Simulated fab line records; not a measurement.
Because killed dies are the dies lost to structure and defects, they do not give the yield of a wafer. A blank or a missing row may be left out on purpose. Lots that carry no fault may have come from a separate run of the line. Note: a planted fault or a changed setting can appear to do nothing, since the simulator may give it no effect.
What tool caused it? ; flow n5Finfet ; 36 wafers from 12 lots sampled at 3 of the route's 1938 steps

WHAT THE GAUGES SHOWED, per wafer
N5_BEOL_M5_CD_MEAS_28: target cd 30.6 nm, target cd y 20 nm.
lot;measured;on;cdNm (nm)
L074;day 8 07:35;cdSem-03;30.41 30.38 30.78
L077;day 8 18:26;cdSem-03;30.64 30.21 30.54
L079;day 9 09:58;cdSem-02;30.70 30.71 30.37
L081;day 10 03:14;cdSem-01;30.82 31.09 30.76
L083;day 10 16:05;cdSem-02;30.39 30.79 31.03
L085;day 11 00:28;cdSem-01;30.74 30.37 30.67
L087;day 11 07:01;cdSem-03;30.83 30.50 30.65
L088;day 11 22:26;cdSem-03;30.79 30.40 30.62
L092;day 12 10:19;cdSem-02;30.57 30.79 30.79
L093;day 13 10:19;cdSem-01;30.78 30.81 30.49
L094;day 13 12:01;cdSem-01;30.24 30.42 30.29
L097;day 13 17:17;cdSem-03;31.14 30.92 30.66

TOOL THAT RAN EACH LOT (tool first, then ch and the chambers of the sampled wafers, then the start)
lot;N5_BEOL_M4_DEP_57;N5_BEOL_M5_STRIP_19
L074;pecvd-02 ch 0,1,2, day 8 02:53;rieDiel-05 ch 1,2, day 8 06:32
L077;pecvd-04 ch 0,1, day 8 12:08;rieDiel-03 ch 0,1, day 8 16:54
L079;pecvd-04 ch 0,1, day 9 03:22;rieDiel-05 ch 1,2, day 9 07:43
L081;pecvd-02 ch 0,1,2, day 9 20:20;rieDiel-03 ch 1,2,3, day 9 23:56
L083;pecvd-04 ch 0,1, day 10 10:39;rieDiel-05 ch 0,1,3, day 10 15:43
L085;pecvd-04 ch 0,1,2, day 10 20:13;rieDiel-05 ch 0,1,2, day 10 23:50
L087;pecvd-02 ch 0,2, day 11 00:49;rieDiel-03 ch 0,2,3, day 11 04:29
L088;pecvd-04 ch 0,2, day 11 18:13;rieDiel-05 ch 1,2, day 11 22:01
L092;pecvd-03 ch 0,1,2, day 12 05:52;rieDiel-01 ch 0,2,3, day 12 08:46
L093;pecvd-04 ch 1,2, day 13 04:14;rieDiel-01 ch 1,2,3, day 13 08:17
L094;pecvd-04 ch 0,1, day 13 07:26;rieDiel-01 ch 1,3, day 13 11:37
L097;pecvd-03 ch 0,2, day 13 09:43;rieDiel-03 ch 0,1, day 13 13:35
- N5_BEOL_M4_DEP_57: deposits SiCN from 3MS/NH3, target thk 8 nm, time 14 s.
- N5_BEOL_M5_STRIP_19: strips in O2.

THE ANSWER, worked out from the rows above alone
Rule: usual is defined by the lots themselves. The widest of any qualifying gaps counts: lots, ordered by their means at a reading, are off when they make up no more than a third of the lots, leave a main group of 4 or more, and stand apart from it by 3 or more times the standard deviation of that group's means. The tables above print the reading to a certain number of digits; a main group whose means all agree to those digits is not used. Also off: a lot with no number at a reading for which 4 or more lots have one. All remaining lots with rows at the step are treated as sound.
No lot is off on any of the readings shown, so nothing can be concluded from this.

WHAT THE SIMULATOR HAD INSERTED
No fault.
